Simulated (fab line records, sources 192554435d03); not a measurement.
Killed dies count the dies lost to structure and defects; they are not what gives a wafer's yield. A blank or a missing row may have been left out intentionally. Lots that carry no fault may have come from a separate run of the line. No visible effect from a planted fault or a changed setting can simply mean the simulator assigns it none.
A struck lot beside a sound one -- flow n5_finfet -- 14 out of 1938 route steps
Sound: these wafers, L796.1, L796.2, L796.3. Struck: wafer L807.3. (L807.1, L807.5 of the same lot were not struck and are left out.) The cause comes at the end.
For every step that has rows: the tool of each side, followed by ch and its chambers, followed by its first start. Under that, the readings that differ: sound wafers -- struck wafers -- difference of the means -- sigmas: that difference in standard deviations of wafers without a fault.
alike: readings whose means differ by less than 2 such deviations, and words and numbers that are the same on both sides. not compared: withheld readings, readings that some wafer has no value for, bounds like >300 that may hide the same value, and numbers for which the record gives no deviation and whose values overlap.
A row with sigmas, a row that says differs or no value, or rows on one side alone: a step with any of these is where the two part. Numbers that don't overlap but have no deviation are shown without sigmas and don't part them. Lack of a reading on every wafer of one side parts them only where that side has two or more wafers.

first, 3 steps without rows for these wafers: N5_BEOL_M15_PRECLEAN_39 (cleans in residue remover, time 60 s); N5_BEOL_M15_SRD_40 (time 30 s, dry time 30 s); N5_BEOL_M15_DEGAS_41 (time 60 s).
N5_BEOL_M15_PRE_CLEAN_42: time 30 s.
  sound on pvd_sputter-02, day 15 00:43; struck on pvd_sputter-01, day 18 12:35
reading,sound,struck,difference,sigmas
heater_power_w (W),393 476 411,597,+170,+3
N5_BEOL_M15_SPUTTER_43: material TaN, target thk 15 nm, time 24.19 s.
  sound on pvd_sputter-02, day 15 00:46; struck on pvd_sputter-01, day 18 12:37
  alike: substrate_temp_c, throttle_valve_pct
N5_BEOL_M15_SPUTTER_44: material Ta, target thk 15 nm, time 24.19 s.
  sound on pvd_sputter-02, day 15 00:50; struck on pvd_sputter-01, day 18 12:42
  alike: substrate_temp_c, throttle_valve_pct
then, 2 steps without rows for these wafers: N5_BEOL_M15_SPUTTER_45 (material Cu, target thk 100 nm, time 16.67 s); N5_BEOL_M15_ECD_47 (material Cu, target thk 1860 nm).
N5_BEOL_M15_ANNEAL_48: time 90 s.
  sound on rtp_anneal-01 ch 0, day 15 01:29; struck on rtp_anneal-01 ch 0, day 18 13:08
  alike: wafer_temp_C_max
N5_BEOL_M15_CMP_49: polishes, stops on SiO2, t overpolish 4.9 s, target thk 850 nm.
  sound on cmp-01 ch 0,2,3, day 15 01:47; struck on cmp-01 ch 3, day 18 13:28
reading,sound,struck,difference,sigmas
barrier_field_endpoint_s (s),11.07 10.87 11.07,11.54,+0.54,+3
  alike: clearing_platen_rpm, edge_zone_pressure_frac, motor_current_A, overpolish_run_s, retaining_ring_pressure_frac
N5_BEOL_M15_THK_MEAS_50: measures by xrf.
  sound on film_metro-01, day 15 02:05; struck on film_metro-02, day 18 13:44
  alike: M15_THK
then, 1 step without rows for these wafers: N5_BEOL_M15_PRE_CLEAN_52 (time 15 s).
N5_BEOL_M15_DEP_53: deposits SiCN from 3MS/NH3, target thk 50 nm, time 17.8 s.
  sound on pecvd-02 ch 0,1,2, day 15 02:09; struck on pecvd-02 ch 1, day 18 13:47
reading,sound,struck,difference,sigmas
throttle_valve_pct (%),18.0 18.0 18.6,15.6,-2.6,-3
model.SiCN_of_BEOL_M15_DEP_53.thk_nm (nm),50.4 50 50.2,51.8,+1.6,
  alike: rf_fwd_power_W, showerhead_plenum_p_Torr
N5_BEOL_M15_RS_MEAS_54: measurement is done with a four-point probe.
  sound on film_metro-01, day 15 02:13; struck on film_metro-01, day 18 13:52
  alike: M15_RS

== WHERE THEY PART ==
At N5_BEOL_M15_PRE_CLEAN_42 first; at N5_BEOL_M15_DEP_53 last (within this record only). Later steps at which nothing parts them and some readings are alike: N5_BEOL_M15_RS_MEAS_54.

WHY: whatever the simulator had introduced
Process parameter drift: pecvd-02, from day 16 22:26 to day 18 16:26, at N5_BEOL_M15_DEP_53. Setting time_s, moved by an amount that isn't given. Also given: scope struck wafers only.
